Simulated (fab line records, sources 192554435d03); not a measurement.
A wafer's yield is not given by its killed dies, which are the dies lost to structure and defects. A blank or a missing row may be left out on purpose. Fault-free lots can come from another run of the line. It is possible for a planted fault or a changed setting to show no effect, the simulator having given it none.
Lot-split experiment / flow n5Finfet / 30 wafers read across 7 lots, on a route 1938 steps long

THE SPLIT ITSELF
At N5_PASSIVATION_DEVELOP_43 (develop time 60 s), the setting developTimeS was moved away from the recipe's 60 s on 10 of the 30 wafers read, by -32.8% to +35.1%. This setting was run at the recipe's value on the other wafers.

FROM THE SPLIT TO THE READING: what the file shows between them, 1 step
- N5_PASSIVATION_HARDBAKE_45: time 120 s

THE READING
cdNm (nm) at N5_PASSIVATION_CD_MEAS_44, where the cd target is 40000 nm. Fault-free wafers of this fab line usually give 40003 nm, standard deviation 3.9 nm.

wafer=L075.3; tool, chamber at the split=lithoTrack-02, 0; developTimeS as run, s=60; against the recipe=recipe; cdNm, nm=40006; against lot-mates on the recipe=-
wafer=L075.5; tool, chamber at the split=lithoTrack-02, 0; developTimeS as run, s=81.08; against the recipe=+35.1%; cdNm, nm=40012; against lot-mates on the recipe=+6
wafer=L075.6; tool, chamber at the split=lithoTrack-02, 0; developTimeS as run, s=81.08; against the recipe=+35.1%; cdNm, nm=40016; against lot-mates on the recipe=+10
wafer=L077.2; tool, chamber at the split=lithoTrack-01, 0; developTimeS as run, s=60; against the recipe=recipe; cdNm, nm=40002; against lot-mates on the recipe=-
wafer=L077.5; tool, chamber at the split=lithoTrack-01, 0; developTimeS as run, s=60; against the recipe=recipe; cdNm, nm=40010; against lot-mates on the recipe=-
wafer=L077.6; tool, chamber at the split=lithoTrack-01, 0; developTimeS as run, s=60; against the recipe=recipe; cdNm, nm=40004; against lot-mates on the recipe=-
wafer=L078.1; tool, chamber at the split=lithoTrack-02, 0; developTimeS as run, s=60; against the recipe=recipe; cdNm, nm=40011; against lot-mates on the recipe=-
wafer=L078.2; tool, chamber at the split=lithoTrack-02, 0; developTimeS as run, s=60; against the recipe=recipe; cdNm, nm=40007; against lot-mates on the recipe=-
wafer=L078.3; tool, chamber at the split=lithoTrack-02, 0; developTimeS as run, s=60; against the recipe=recipe; cdNm, nm=40008; against lot-mates on the recipe=-
wafer=L078.4; tool, chamber at the split=lithoTrack-02, 0; developTimeS as run, s=60; against the recipe=recipe; cdNm, nm=40003; against lot-mates on the recipe=-
wafer=L078.5; tool, chamber at the split=lithoTrack-02, 0; developTimeS as run, s=60; against the recipe=recipe; cdNm, nm=40009; against lot-mates on the recipe=-
wafer=L078.6; tool, chamber at the split=lithoTrack-02, 0; developTimeS as run, s=60; against the recipe=recipe; cdNm, nm=40001; against lot-mates on the recipe=-
wafer=L080.1; tool, chamber at the split=lithoTrack-04, 0; developTimeS as run, s=40.32; against the recipe=-32.8%; cdNm, nm=39986; against lot-mates on the recipe=-22
wafer=L080.2; tool, chamber at the split=lithoTrack-04, 0; developTimeS as run, s=60; against the recipe=recipe; cdNm, nm=40007; against lot-mates on the recipe=-
wafer=L080.3; tool, chamber at the split=lithoTrack-04, 0; developTimeS as run, s=60; against the recipe=recipe; cdNm, nm=40009; against lot-mates on the recipe=-
wafer=L080.4; tool, chamber at the split=lithoTrack-04, 0; developTimeS as run, s=60; against the recipe=recipe; cdNm, nm=40007; against lot-mates on the recipe=-
wafer=L080.5; tool, chamber at the split=lithoTrack-04, 0; developTimeS as run, s=40.32; against the recipe=-32.8%; cdNm, nm=39987; against lot-mates on the recipe=-21
wafer=L080.6; tool, chamber at the split=lithoTrack-04, 0; developTimeS as run, s=40.32; against the recipe=-32.8%; cdNm, nm=39992; against lot-mates on the recipe=-16
wafer=L088.2; tool, chamber at the split=lithoTrack-01, 0; developTimeS as run, s=60; against the recipe=recipe; cdNm, nm=40004; against lot-mates on the recipe=-
wafer=L088.3; tool, chamber at the split=lithoTrack-01, 0; developTimeS as run, s=60; against the recipe=recipe; cdNm, nm=40001; against lot-mates on the recipe=-
wafer=L088.6; tool, chamber at the split=lithoTrack-01, 0; developTimeS as run, s=60; against the recipe=recipe; cdNm, nm=40001; against lot-mates on the recipe=-
wafer=L090.1; tool, chamber at the split=lithoTrack-01, 0; developTimeS as run, s=60; against the recipe=recipe; cdNm, nm=40000; against lot-mates on the recipe=-
wafer=L090.2; tool, chamber at the split=lithoTrack-01, 0; developTimeS as run, s=78.22; against the recipe=+30.4%; cdNm, nm=40015; against lot-mates on the recipe=+17
wafer=L090.3; tool, chamber at the split=lithoTrack-01, 0; developTimeS as run, s=60; against the recipe=recipe; cdNm, nm=40000; against lot-mates on the recipe=-
wafer=L090.4; tool, chamber at the split=lithoTrack-01, 0; developTimeS as run, s=60; against the recipe=recipe; cdNm, nm=39995; against lot-mates on the recipe=-
wafer=L090.5; tool, chamber at the split=lithoTrack-01, 0; developTimeS as run, s=78.22; against the recipe=+30.4%; cdNm, nm=40008; against lot-mates on the recipe=+10
wafer=L090.6; tool, chamber at the split=lithoTrack-01, 0; developTimeS as run, s=78.22; against the recipe=+30.4%; cdNm, nm=40011; against lot-mates on the recipe=+13
wafer=L096.2; tool, chamber at the split=lithoTrack-04, 0; developTimeS as run, s=60; against the recipe=recipe; cdNm, nm=40013; against lot-mates on the recipe=-
wafer=L096.5; tool, chamber at the split=lithoTrack-04, 0; developTimeS as run, s=41.27; against the recipe=-31.2%; cdNm, nm=39997; against lot-mates on the recipe=-16
wafer=L096.6; tool, chamber at the split=lithoTrack-04, 0; developTimeS as run, s=41.27; against the recipe=-31.2%; cdNm, nm=39989; against lot-mates on the recipe=-24

THE FIT
A straight line over all 30 wafers: cdNm changes by +0.346 nm for each +1% of developTimeS; r = +0.82; the points scatter about the line by 4.6 nm.
The same after taking each lot's own level away (the mean of its wafers on the recipe; 30 wafers): +0.47 nm for each +1%; r = +0.92; scatter 3.8 nm.
On that fit, the largest move of developTimeS shifts the reading by 17 nm.
Across the lots, their own levels run from 39998.3 to 40013.0 nm, a range of 3.8 times the standard deviation given above.
Thus the slope moves with the lot-to-lot level: the two fits are different.
Check: for one of the wafers moved furthest among these (+35.1%), held out of the fit, the line's prediction against its lot-mates is +16.7 nm. It came out at +6 nm against them.

FILE'S OWN FIT
cdNm changes by +0.482 nm for each +1% of developTimeS, r = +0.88.
